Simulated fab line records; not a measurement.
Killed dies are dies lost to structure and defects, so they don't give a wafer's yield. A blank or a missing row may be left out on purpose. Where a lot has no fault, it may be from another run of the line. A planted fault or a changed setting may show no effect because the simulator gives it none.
Code-filled problem report in 8D (eight disciplines) form + flow nandHarc + the parts of the form that need people (team, actions taken, sign-off) are left out

## 1. THE PROBLEM
A mean of 680 nm is read at NHARC_A_ONON_D1_THK_MEAS_08 for thkNm, taken on 1 wafer of 1 lot, against 1001 nm (standard deviation 7) on wafers free of any fault. That is -46 standard deviations from the usual mean.
The step: measures by ellipsometry.
Seen first at day 12 23:19 on filmMetro-01, wafer L783.3. The record has a number at this step for 39 wafers belonging to 13 lots. The rule behind "out" and "out of limits": a value lying over 4 standard deviations away from the usual mean. All remaining wafers that have a number are taken as sound.

## 2. WHAT IT IS, WHAT IT ISN'T
| question                    | is                | is not                                                                                 |
|-----------------------------|-------------------|----------------------------------------------------------------------------------------|
| which readings at this step | thkNm             | -                                                                                      |
| which lots                  | L783              | L772, L773, L774, L775, L777, L778, L779, L784, L789, L790, L792, L793                 |
| which wafers of those lots  | L783.3            | L783.1, L783.5                                                                         |
| read on which gauges        | filmMetro-01      | filmMetro-02                                                                           |
| when                        | from day 12 23:19 | up to then (26 sound wafers); but 12 sound wafers of L789, L790, L792, L793 came after |

## 3. SUSPECTS, AND WHAT RULES EACH OUT
Counting: any tool at a process step up to the reading remains a suspect provided it ran every lot that is out. Sound lots after the first of them don't rule it out here, since some wafers of a struck lot are sound.
- the gauge at NHARC_A_ONON_D1_THK_MEAS_08: ruled out. All the wafers that are out were read on filmMetro-01, but those of them that NHARC_END_SORT_01 has rows for are out there too, on other tools.
- rtpAnneal-02 at NHARC_A_ZERO_WELL_RTA_16 (time 10 s): kept. It ran the lot that is out, L783 (day 12 02:27); its last sound lot up to then is L779 (day 10 08:03).
- pecvdOnon-03 at NHARC_A_ONON_D1_DEP_06 (target thk 1000 nm): kept. It ran the lot that is out, L783 (day 12 22:48); its last sound lot up to then is L779 (day 11 04:23).
After counting, rtpAnneal-02 at NHARC_A_ZERO_WELL_RTA_16 and pecvdOnon-03 at NHARC_A_ONON_D1_DEP_06 remain.

## 4. THE CAUSE (what the simulator had put in)
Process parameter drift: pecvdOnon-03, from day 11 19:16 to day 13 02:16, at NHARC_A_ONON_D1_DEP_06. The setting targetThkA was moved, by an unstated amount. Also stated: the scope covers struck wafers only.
This tool is one of the 2 suspects left after counting.

## 5. SEQUENCE OF EFFECTS, ordered by route
Each row: a reading whose mean over the struck wafers that have a number lies more than 3 standard deviations from the usual. Only readings whose record carries a usual standard deviation are examined. hours: median over the lots of the time between each lot's start at the first step of this table that gives one and its start at this step. sigmas: the change, counted in usual standard deviations.
| hours | step                        | reading       | usual   | on struck wafers | change | sigmas |
|-------|-----------------------------|---------------|---------|------------------|--------|--------|
| 0     | NHARC_A_ONON_D1_THK_MEAS_08 | thkNm         | 1001 nm | 680              | -321   | -46    |
| 404   | NHARC_END_SORT_01           | killedAtArray | 59      | 671              | +612   | +31    |
| 404   | NHARC_END_SORT_01           | killedDies    | 64      | 677              | +613   | +29    |

## 6. WHAT WOULD HAVE CAUGHT IT SOONER
In this record the first reading out of limits at a measuring or inspecting step was taken at day 12 23:19, 28 hours after the fault began at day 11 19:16.
No tool reading at NHARC_A_ONON_D1_DEP_06 that has a usual standard deviation in the record was out on any struck wafer, so an alarm limit of 4 standard deviations on those readings would not have fired.
All the lots that are out (1) had begun NHARC_A_ONON_D1_DEP_06 on pecvdOnon-03 by day 12 23:19. None of them would have been spared by holding the tool at that moment.
